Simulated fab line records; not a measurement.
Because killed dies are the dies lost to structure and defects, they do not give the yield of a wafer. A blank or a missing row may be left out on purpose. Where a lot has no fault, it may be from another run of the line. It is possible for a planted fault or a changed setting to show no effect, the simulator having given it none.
Problem report in the 8D (eight disciplines) form, filled by code || flow nand harc || the parts of the form that need people (team, actions taken, sign-off) are left out

## 1. PROBLEM STATEMENT
Mean of killed at array at NHARC_END_SORT_01: 675 across 4 wafers in 2 lots; on wafers with no fault it is 53 (standard deviation 18). That is +35 standard deviations from the usual mean.
First observed at day 29 12:07: wafer L122.4, on prober-01. Wafers with a number at this step in the record: 6, from 2 lots. Rule for "out", or "out of limits": more than 4 standard deviations from the usual mean. The other wafers with a number count as sound.

## 2. WHAT IT IS, WHAT IT ISN'T
{"question": "which readings at this step", "is": "killed at array, killed dies", "is not": "killed at periphery, killed open, killed short"}
{"question": "which lots", "is": "L122, L123", "is not": "-"}
{"question": "which wafers of those lots", "is": "L122.4, L122.5, L123.2, L123.4", "is not": "L122.6, L123.3"}
{"question": "read on which gauges", "is": "prober-01, prober-02", "is not": "-"}
{"question": "when", "is": "from day 29 12:07", "is not": "up to then (0 sound wafers); but 2 sound wafers of L122, L123 came after"}

## 3. THE SUSPECTS, EACH WITH WHAT RULES IT OUT
Counting: a tool at a process step up to the reading stays a suspect if it ran every lot that is out. Sound lots after the first of them don't rule it out here, since some wafers of a struck lot are sound.
- the gauge at NHARC_END_SORT_01 has been ruled out. 2 gauges (prober-01, prober-02) read the wafers that are out.
- rie diel-12 at NHARC_A_STAIRCASE_DESCUM_11 (chemistry O2, time 3 s): kept. It ran every lot that is out, first L123 (day 20 16:16).
- rie diel-12 at NHARC_A_STAIRCASE_ETCH_13 (etches the open film in C4F8/O2, target depth 100 nm, time 40.5 s): kept. It ran every lot that is out, first L123 (day 20 16:38). Its own oes product au readings are out on those wafers.
- Within rie diel-12 at NHARC_A_STAIRCASE_ETCH_13: the wafers that are out ran in chambers 2, 3; their sound lot-mates ran in chamber 0.
Remaining after the count are rie diel-12 at NHARC_A_STAIRCASE_DESCUM_11 and rie diel-12 at NHARC_A_STAIRCASE_ETCH_13.

## 4. THE CAUSE (what the simulator had put in)
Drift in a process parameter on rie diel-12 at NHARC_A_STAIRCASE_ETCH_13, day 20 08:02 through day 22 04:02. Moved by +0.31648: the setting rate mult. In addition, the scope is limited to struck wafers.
After counting, 2 suspects remain, this tool included.

## 5. THE CHAIN OF EFFECTS, in route order
Each row: a reading whose mean over the struck wafers that have a number lies more than 3 standard deviations from the usual. Only readings whose record carries a usual standard deviation are examined. hours: median over the lots of the time between each lot's start at the first step of this table that gives one and its start at this step. sigmas: the change, counted in usual standard deviations.
{"hours": 0, "step": "NHARC_A_STAIRCASE_ETCH_13", "reading": "oes product au", "usual": "0.944 a.u.", "on struck wafers": 1.099, "change": "+0.155", "sigmas": "+11"}
{"hours": 211, "step": "NHARC_END_SORT_01", "reading": "killed at array", "usual": 53, "on struck wafers": 675, "change": "+622", "sigmas": "+35"}
{"hours": 211, "step": "NHARC_END_SORT_01", "reading": "killed dies", "usual": 58, "on struck wafers": 677, "change": "+619", "sigmas": "+34"}
It contains these process steps:
- NHARC_A_STAIRCASE_ETCH_13: etches the open film in C4F8/O2, target depth 100 nm, time 40.5 s.

## 6. HOW IT WOULD HAVE BEEN CAUGHT EARLIER
220 hours passed between the start of the fault at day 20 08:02 and the first reading out of limits at a measuring or inspecting step in this record, taken at day 29 12:07.
At NHARC_A_STAIRCASE_ETCH_13, the tool's own readings (oes product au) were out on each struck wafer the step has a row for, so an alarm limit on them would have fired on the first such wafer.
Lots out: 2; all had begun NHARC_A_STAIRCASE_ETCH_13 on rie diel-12 by day 29 12:07. None of them would have been spared by holding the tool at that moment.
